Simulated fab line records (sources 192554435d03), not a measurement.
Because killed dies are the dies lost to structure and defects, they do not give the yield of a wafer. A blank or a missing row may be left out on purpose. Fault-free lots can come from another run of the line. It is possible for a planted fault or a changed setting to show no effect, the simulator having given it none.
Struck lot and sound lot, side by side / flow n5-finfet / 36 steps out of a route of 1938
Sound: the wafers L478.1, L478.3, L478.4. Wafers L468.1, L468.3, L468.5 were the ones struck. Last of all comes the cause.
Per side, at each step with rows, come the tool, then ch with its chambers, and then its first start. Under that, the readings that differ: sound wafers / struck wafers / difference of the means / sigmas: that difference in standard deviations of wafers without a fault.
alike: a reading whose means differ by less than 2 such deviations, as well as words and numbers matching on both sides. not compared: withheld readings; readings where some wafer has no value; bounds like >300 that might hide an equal value; numbers whose values overlap and for which the record gives no deviation.
A row with sigmas, a row that says differs or no value, or rows on one side alone: a step with any of these is where the two part. Numbers that have no deviation but don't overlap get no sigmas and don't part them. A reading missing from all wafers of one side parts the sides only when that side holds two or more wafers.

first, 9 steps without rows for these wafers: N5_BEOL_M4_ANNEAL_95 (time 240 s); N5_BEOL_M4_SPUTTER_96 (material Cu, target thk 4.5 nm, time 8.29 s); N5_BEOL_M4_ECD_50 (material Cu, target thk 300 nm); N5_BEOL_M4_ANNEAL_51 (time 90 s); N5_BEOL_M4_CMP_52 (polishes, stops on SiOC, t overpolish 6.8 s, target thk 40 nm); N5_BEOL_M4_PRE_CLEAN_60 (time 15 s); N5_BEOL_M4_CO_CAP_55 (material Co, precursor CCTBA/H2, target thk 2 nm, time 102.1 s); N5_BEOL_M4_PRE_CLEAN_56 (time 15 s); N5_BEOL_M4_DEP_57 (deposits SiCN from 3MS/NH3, target thk 8 nm, time 14 s).
N5_BEOL_M4_RC_MEAS_101:
  sound on prober-01 ch 0, day 13 00:12; struck on prober-02 ch 0, day 8 23:00
  alike: DIBL_N, DIBL_P, IOFF_N, IOFF_P, ION_N, ION_P, SS_N, SS_P, VT_N, VT_P
then, 24 steps without rows for these wafers: N5_BEOL_M5_ILD_DEP_00 (deposits SiCOH lowk from DEMS/porogen, target thk 140.64 nm, time 25.9 s); N5_BEOL_M5_CURE_79 (cures SiCOH lowk, time 240 s); N5_BEOL_M5_PECVD_70 (deposits SiO2 from TEOS/O2, target thk 16 nm, time 18 s); N5_BEOL_M5_HM_DEP_02 (deposits TiN, target thk 20 nm); N5_BEOL_M5_COAT_59 (time 60 s, resist thk 60 nm); N5_BEOL_M5_COAT_60 (time 60 s, resist thk 12 nm); N5_BEOL_M5_COAT_71 (time 60 s, resist thk 5 nm); N5_BEOL_M5_COAT_05 (resist thk 30 nm); N5_BEOL_M5_EBR_07; N5_BEOL_M5_SOFTBAKE_06 (time 60 s); N5_BEOL_M5_EXPOSE_08 (exposes mask M5, target cd 28 nm); N5_BEOL_M5_PEB_09 (peb time 60 s); N5_BEOL_M5_DEVELOP_10 (develop time 30 s); N5_BEOL_M5_DESCUM_16 (chemistry O2, time 7 s); N5_BEOL_M5_ETCH_72 (etches underlayer in N2/H2, target depth 6.5 nm, time 5.2 s); N5_BEOL_M5_ETCH_61 (etches SiARC in CF4, target depth 15.6 nm, time 26 s); N5_BEOL_M5_ETCH_62 (etches SOC in N2/H2, target depth 75 nm, overetch 15 nm, time 112.5 s); N5_BEOL_M5_STRIP_63 (strips in N2/H2); N5_BEOL_M5_STRIP_73 (strips in N2/H2); N5_BEOL_M5_STRIP_64 (strips in CF4); N5_BEOL_M5_HM_OPEN_17 (chemistry Cl2/BCl3, target TiN, target depth 20 nm, overetch 6 nm); N5_BEOL_M5_STRIP_19 (strips in O2); N5_BEOL_M5_COAT_65 (time 60 s, resist thk 60 nm); N5_BEOL_M5_COAT_66 (time 60 s, resist thk 12 nm).
N5_BEOL_M5_VIA_ETCH_34: etches SiCOH lowk in C4F6/O2, target depth 88.3 nm, time 39.2 s.
  sound on rie-diel-03 ch 0,3, day 13 05:46; struck on rie-diel-01 ch 1,3, day 9 04:48
  no value came back on the struck wafers for any of 9 readings (C4F6_flow_sccm (sccm), O2_flow_sccm (sccm) and others); on the sound wafers C4F6_flow_sccm (sccm) reads 9.997 10.036 10.006
reading=model.SiARC_of_BEOL_M5_COAT_66.thk-nm (nm); sound=0 0 0; struck=6.6 6.6 6.4; difference=+6.5; sigmas=
reading=model.SOC_of_BEOL_M5_COAT_65.thk-nm (nm); sound=55.8 56 55.8; struck=59.8 60 60; difference=+4.1; sigmas=
  not compared: rf-hours-counter-h
-- here the record skips 4 days between the struck wafers' starts before and after, leaving off in module BEOL_M5 and picking up in module PASSIVATION (first step shown: number 1936 of the route) --
N5_PASSIVATION_PROBE_49:
  record: rows for the struck wafers here (prober-01, day 13 12:53), none for the sound ones

== WHERE THEY PART ==
First at N5_BEOL_M5_VIA_ETCH_34; last, within this record, at N5_PASSIVATION_PROBE_49.

WHY: whatever the simulator had introduced
Whole step skipped at N5_BEOL_M5_VIA_ETCH_34 on rie-diel-01, starting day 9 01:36. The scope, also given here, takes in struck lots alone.
